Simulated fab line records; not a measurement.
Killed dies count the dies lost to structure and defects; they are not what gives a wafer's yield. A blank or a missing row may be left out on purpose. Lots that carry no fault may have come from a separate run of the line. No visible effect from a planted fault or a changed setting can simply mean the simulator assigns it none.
What tool caused it?	flow nand_harc	Sampling: 15 lots, 45 wafers, 4 of 1159 route steps

## WHAT THE GAUGES SHOWED, per wafer
NHARC_P_M0_CD_MEAS_09 targets a cd of 90 nm. Usual: cd_nm 90.1 nm, standard deviation 0.55.
lot	measured	on	cd_nm (nm)	flag
L243	day 5 20:07	cd_sem-03	90.2 90.0 90.3	
L244	day 6 00:54	cd_sem-01	90.7 89.8 89.0	
L246	day 6 13:45	cd_sem-03	90.9 90.3 90.2	
L245	day 6 16:35	cd_sem-01	90.0 90.8 90.4	
L247	day 6 17:24	cd_sem-02	90.5 88.7 90.0	
L249	day 7 11:04	cd_sem-02	89.0 89.1 90.0	
L250	day 7 11:13	cd_sem-02	90.2 89.2 90.2	
L252	day 8 08:17	cd_sem-02	89.9 90.1 89.7	
L254	day 8 10:55	cd_sem-03	90.9 89.4 91.0	
L258	day 9 15:13	cd_sem-03	50.8 50.9 50.0	OFF
L260	day 10 01:51	cd_sem-03	89.7 90.5 89.6	
L261	day 10 02:29	cd_sem-02	60.5 61.1 60.9	OFF
L262	day 11 00:16	cd_sem-02	60.4 61.8 60.7	OFF
L264	day 11 04:26	cd_sem-03	90.5 89.6 89.9	
L266	day 11 17:34	cd_sem-01	89.7 89.8 89.3	

## EACH LOT AND THE TOOL THAT RAN IT (in order: tool; ch and the chambers of the sampled wafers; start)
lot	NHARC_P_CONTACT_ETCH_36	NHARC_P_CONTACT_STRIP_28	NHARC_P_M0_EXPOSE_06
L243	rie_diel-10 ch 0,1,3, day 5 17:03 or earlier	rie_diel-10 ch 1,3, day 5 17:03	arfi_scanner-02 ch 0, day 5 19:59
L244	rie_diel-02 ch 0,1,2, day 5 17:39 or earlier	rie_diel-10 ch 0,1,3, day 5 17:39	arfi_scanner-02 ch 0, day 6 00:46
L246	rie_diel-02 ch 0,1, day 6 06:17 or earlier	rie_diel-10 ch 0,1, day 6 06:17	arfi_scanner-03 ch 0, day 6 13:37
L245	rie_diel-10 ch 0,2, day 6 13:35 or earlier	rie_diel-10 ch 0,1, day 6 13:35	arfi_scanner-03 ch 0, day 6 16:26
L247	rie_diel-02 ch 0,1,3, day 6 14:23 or earlier	rie_diel-02 ch 0,1,3, day 6 14:23	arfi_scanner-03 ch 0, day 6 17:16
L249	rie_diel-10 ch 0,1,3, day 7 07:52 or earlier	rie_diel-10 ch 2,3, day 7 07:52	arfi_scanner-03 ch 0, day 7 10:56
L250	rie_diel-04 ch 0,3, day 7 08:07 or earlier	rie_diel-10 ch 1,3, day 7 08:07	arfi_scanner-01 ch 0, day 7 11:05
L252	rie_diel-02 ch 0,2,3, day 8 05:10 or earlier	rie_diel-02 ch 0,1,2, day 8 05:10	arfi_scanner-01 ch 0, day 8 08:09
L254	rie_diel-02 ch 0,2,3, day 8 08:00 or earlier	rie_diel-02 ch 0,3, day 8 08:00	arfi_scanner-01 ch 0, day 8 10:47
L258	rie_diel-04 ch 1,3, day 9 05:50 or earlier	rie_diel-10 ch 0,2,3, day 9 05:50	arfi_scanner-02 ch 0, day 9 15:05
L260	rie_diel-10 ch 1,3, day 9 21:40 or earlier	rie_diel-02 ch 0,1,2, day 9 21:40	arfi_scanner-03 ch 0, day 10 01:42
L261	rie_diel-10 ch 2,3, day 9 22:03 or earlier	rie_diel-02 ch 1,2, day 9 22:03	arfi_scanner-02 ch 0, day 10 02:21
L262	rie_diel-10 ch 1,2,3, day 10 16:34 or earlier	rie_diel-10 ch 1,2,3, day 10 16:34	arfi_scanner-02 ch 0, day 11 00:08
L264	rie_diel-04 ch 0,2,3, day 11 01:22 or earlier	rie_diel-10 ch 0,2, day 11 01:22	arfi_scanner-01 ch 0, day 11 04:18
L266	rie_diel-10 ch 1,2,3, day 11 12:58 or earlier	rie_diel-02 ch 1,2,3, day 11 12:58	arfi_scanner-01 ch 0, day 11 17:25
- NHARC_P_CONTACT_ETCH_36: etches the open film in N2/H2, target depth 260 nm, time 406.25 s.
- NHARC_P_CONTACT_STRIP_28: strips in O2.
- NHARC_P_M0_EXPOSE_06: exposes mask P M0, target cd 90 nm.

## AS READ BY THE TOOLS THEMSELVES (means over the sampled wafers that have a number; for cases with no such wafer, the mark the record gives instead)
NHARC_P_CONTACT_ETCH_36. Usual: bias_w 150.0 W, standard deviation 0.43; drypump_motor_current_A 5.7 A, standard deviation 0.46; oes_product_au 1.004 a.u., standard deviation 0.014; rf_vpp_V 430.8 V, standard deviation 2.4; showerhead_plenum_p_Torr 2.05 Torr, standard deviation 0.082; throttle_valve_pct 14.171 %, standard deviation 0.0086.
lot	tool	bias_w (W)	drypump_motor_current_A (A)	oes_product_au (a.u.)	rf_vpp_V (V)	showerhead_plenum_p_Torr (Torr)	throttle_valve_pct (%)	flag
L243	rie_diel-10	150.3	5.6	1.010	429.8	2.02	14.179	
L244	rie_diel-02	150.2	6.1	1.008	432.7	2.11	14.181	
L246	rie_diel-02	150.0	6.3	0.993	431.0	2.05	14.166	
L245	rie_diel-10	150.0	5.5	1.018	428.3	1.95	14.167	
L247	rie_diel-02	150.0	6.1	1.001	431.6	2.07	14.165	
L249	rie_diel-10	149.9	5.6	1.012	430.2	2.02	14.164	
L250	rie_diel-04	149.9	6.3	1.000	430.4	2.04	14.169	
L252	rie_diel-02	150.1	5.9	1.020	433.3	2.13	14.177	
L254	rie_diel-02	149.9	5.9	1.009	432.7	2.13	14.173	
L258	rie_diel-04	149.9	5.3	1.021	427.8	1.97	14.179	
L260	rie_diel-10	149.8	5.5	0.982	431.7	2.06	14.168	
L261	rie_diel-10	149.7	5.3	0.996	430.4	2.05	14.170	
L262	rie_diel-10	150.1	5.3	1.001	430.3	2.04	14.172	
L264	rie_diel-04	149.4	6.0	1.010	430.3	2.03	14.168	
L266	rie_diel-10	150.1	5.3	1.000	430.4	2.04	14.173	

NHARC_P_CONTACT_STRIP_28. Usual: drypump_motor_current_A 5.7 A, standard deviation 0.43; oes_product_au 1.002 a.u., standard deviation 0.015; rf_vpp_V 57.8 V, standard deviation 0.91; showerhead_plenum_p_Torr 3.54 Torr, standard deviation 0.12; throttle_valve_pct 17.037 %, standard deviation 0.0096.
lot	tool	drypump_motor_current_A (A)	oes_product_au (a.u.)	rf_vpp_V (V)	showerhead_plenum_p_Torr (Torr)	throttle_valve_pct (%)	flag
L243	rie_diel-10	5.6	1.004	58.5	3.57	17.038	
L244	rie_diel-10	5.6	0.993	58.0	3.50	17.041	
L246	rie_diel-10	5.6	1.012	57.9	3.49	17.029	
L245	rie_diel-10	5.7	1.019	57.5	3.41	17.036	
L247	rie_diel-02	6.1	1.003	58.9	3.57	17.037	
L249	rie_diel-10	5.1	0.996	57.8	3.50	17.043	
L250	rie_diel-10	5.5	0.995	57.6	3.57	17.034	
L252	rie_diel-02	6.1	0.999	57.7	3.64	17.030	
L254	rie_diel-02	5.9	1.016	57.9	3.67	17.042	
L258	rie_diel-10	5.4	1.010	58.0	3.46	17.037	
L260	rie_diel-02	6.1	0.992	57.8	3.64	17.032	
L261	rie_diel-02	6.3	0.982	58.4	3.54	17.044	
L262	rie_diel-10	5.3	0.988	58.2	3.53	17.047	
L264	rie_diel-10	5.5	1.005	56.6	3.38	17.030	
L266	rie_diel-02	6.1	0.999	58.7	3.58	17.039	

NHARC_P_M0_EXPOSE_06. Usual: exposure_dose_mJ_cm2 81.23, standard deviation 0.08.
lot	tool	exposure_dose_mJ_cm2	flag
L243	arfi_scanner-02	81.17	
L244	arfi_scanner-02	81.26	
L246	arfi_scanner-03	81.31	
L245	arfi_scanner-03	81.21	
L247	arfi_scanner-03	81.25	
L249	arfi_scanner-03	81.13	
L250	arfi_scanner-01	81.26	
L252	arfi_scanner-01	81.17	
L254	arfi_scanner-01	81.23	
L258	arfi_scanner-02	42.74	OFF
L260	arfi_scanner-03	81.41	
L261	arfi_scanner-02	50.42	OFF
L262	arfi_scanner-02	50.86	OFF
L264	arfi_scanner-01	81.24	
L266	arfi_scanner-01	81.21	

## THE ANSWER, worked out from the rows above alone
Rule: a lot is off if the mean of its wafers that have a number lies more than 3 standard deviations from the usual mean. Also off: a lot with no number at a reading for which 4 or more lots have one. The other lots that the step has rows for count as sound. First the gauges in route order, then the tools' own readings, where a lot's mean is used as printed above. At the first step where some lot is off, the reading lying furthest off is the one used; lots without a number count as furthest.
Off, at NHARC_P_M0_CD_MEAS_09 on cd_nm: L258, L261, L262.
A tool fits if, at a process step before that reading, it ran every lot that is off, and no sound lot after the first of them. Not tried: the gauges at NHARC_P_M0_CD_MEAS_09; whatever is off there is also off at NHARC_P_M0_EXPOSE_06, on other tools, and gauge error can't account for it. NHARC_P_CONTACT_ETCH_36: start missing for some lots; hours and lot order therefore follow NHARC_P_CONTACT_STRIP_28. One fits: arfi_scanner-02 at NHARC_P_M0_EXPOSE_06. Its last sound lot is L244 (day 6 00:46), its first lot that is off L258 (day 9 15:05): a fault that began between those two fits.
On the lots that are off, the tool's own readings at NHARC_P_M0_EXPOSE_06 differ by more than 5 times the standard deviation of the sound lots' means, which bears it out; exposure_dose_mJ_cm2 reads 48.01 there versus 81.24 on the sound lots.

## WHAT HAD BEEN PUT IN BY THE SIMULATOR
Drift in process parameters on arfi_scanner-02 at NHARC_P_M0_EXPOSE_06, starting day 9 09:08. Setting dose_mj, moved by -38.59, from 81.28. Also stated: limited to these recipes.
Shown lots that were struck: L258, L261, L262. Same finding as the rule above.
